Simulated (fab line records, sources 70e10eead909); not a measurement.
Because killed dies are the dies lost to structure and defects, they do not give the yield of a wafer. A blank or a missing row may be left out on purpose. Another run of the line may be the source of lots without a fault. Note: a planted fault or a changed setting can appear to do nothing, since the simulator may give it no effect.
Which tool is to blame? + flow nand harc + 6 lots, 16 wafers sampled, at 5 steps of a route of 1302

WHAT THE GAUGES SHOWED, per wafer
NHARC_A_ONON_D1_THK_MEAS_14: measures by ellipsometry.
| lot  | measured     | on            | thk nm (nm)  |
|------|--------------|---------------|--------------|
| L164 | day 9 10:15  | film metro-02 | 998 998 1000 |
| L166 | day 10 09:25 | film metro-01 | 998 999 999  |
| L169 | day 11 07:37 | film metro-01 | 995 996 996  |
| L175 | day 13 19:23 | film metro-01 | 640 985      |
| L176 | day 14 18:46 | film metro-01 | 649 998      |
| L182 | day 17 00:50 | film metro-01 | 994 993 993  |

TOOL THAT RAN EACH LOT (tool first, then ch and the chambers of the sampled wafers, then the start)
| lot  | NHARC_P_BONDPAD_CMP_19        | NHARC_A_ZERO_WELL_DESCUM_12        | NHARC_A_ZERO_WELL_RTA_16         | NHARC_A_ONON_D1_DEP_12           |
|------|-------------------------------|------------------------------------|----------------------------------|----------------------------------|
| L164 | cmp-02 ch 0,1,2, day 8 07:43  | rie diel-04 ch 1,2,3, day 8 09:47  | rtp anneal-02 ch 0, day 8 10:54  | pecvd onon-02 ch 0, day 9 09:44  |
| L166 | cmp-02 ch 1,2, day 9 04:35    | rie diel-12 ch 0,2,3, day 9 06:39  | rtp anneal-02 ch 0, day 9 07:44  | pecvd onon-04 ch 0, day 10 08:53 |
| L169 | cmp-02 ch 1,2,3, day 10 05:30 | rie diel-12 ch 1,2,3, day 10 07:30 | rtp anneal-02 ch 0, day 10 08:36 | pecvd onon-02 ch 0, day 11 07:07 |
| L175 | cmp-02 ch 1,2, day 12 18:16   | rie diel-04 ch 0,2, day 12 20:13   | rtp anneal-01 ch 0, day 12 21:22 | pecvd onon-01 ch 0, day 13 18:55 |
| L176 | cmp-03 ch 0,1, day 13 15:09   | rie diel-12 ch 1, day 13 17:13     | rtp anneal-02 ch 0, day 13 18:21 | pecvd onon-01 ch 0, day 14 18:19 |
| L182 | cmp-04 ch 0,1,2, day 15 19:20 | rie diel-01 ch 0,1,2, day 15 21:18 | rtp anneal-01 ch 0, day 15 22:26 | pecvd onon-04 ch 0, day 17 00:23 |
- NHARC_P_BONDPAD_CMP_19: polishes, t overpolish 30 s, cu recess touch 16 s, target thk 160.81 nm.
- NHARC_A_ZERO_WELL_DESCUM_12: chemistry O2, time 3 s.
- NHARC_A_ZERO_WELL_RTA_16: time 10 s.
- NHARC_A_ONON_D1_DEP_12: target thk 1000 nm.

THE ANSWER, worked out from the rows above alone
Rule: the usual values come from the lots themselves. Put in order of their means at a reading, lots are off if they are a third of the lots or fewer, leave a main group of 4 or more, and stand apart from it by a gap of 3 or more times the standard deviation of the main group's means; of several such gaps the widest counts. A main group whose means are all the same, to the digits that the tables above print for the reading, isn't used. Also off: a lot with no number at a reading for which 4 or more lots have one. Where the step has rows for the other lots, those lots are counted as sound.
Off, at NHARC_A_ONON_D1_THK_MEAS_14 on thk nm: L175, L176. The main group has a mean of 997 nm with a standard deviation of 2.2.
A tool fits if, at a process step before that reading, it ran every lot that is off, and no sound lot after the first of them. Gauges at NHARC_A_ONON_D1_THK_MEAS_14: tried the same way as those tools. One candidate fits, namely pecvd onon-01 at NHARC_A_ONON_D1_DEP_12. It ran no sound lot before its first lot that is off in this sample, so the start can't be narrowed down.

WHAT WAS PUT IN BY THE SIMULATOR
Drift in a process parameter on pecvd onon-01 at NHARC_A_ONON_D1_DEP_12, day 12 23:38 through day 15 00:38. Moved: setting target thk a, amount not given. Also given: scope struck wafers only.
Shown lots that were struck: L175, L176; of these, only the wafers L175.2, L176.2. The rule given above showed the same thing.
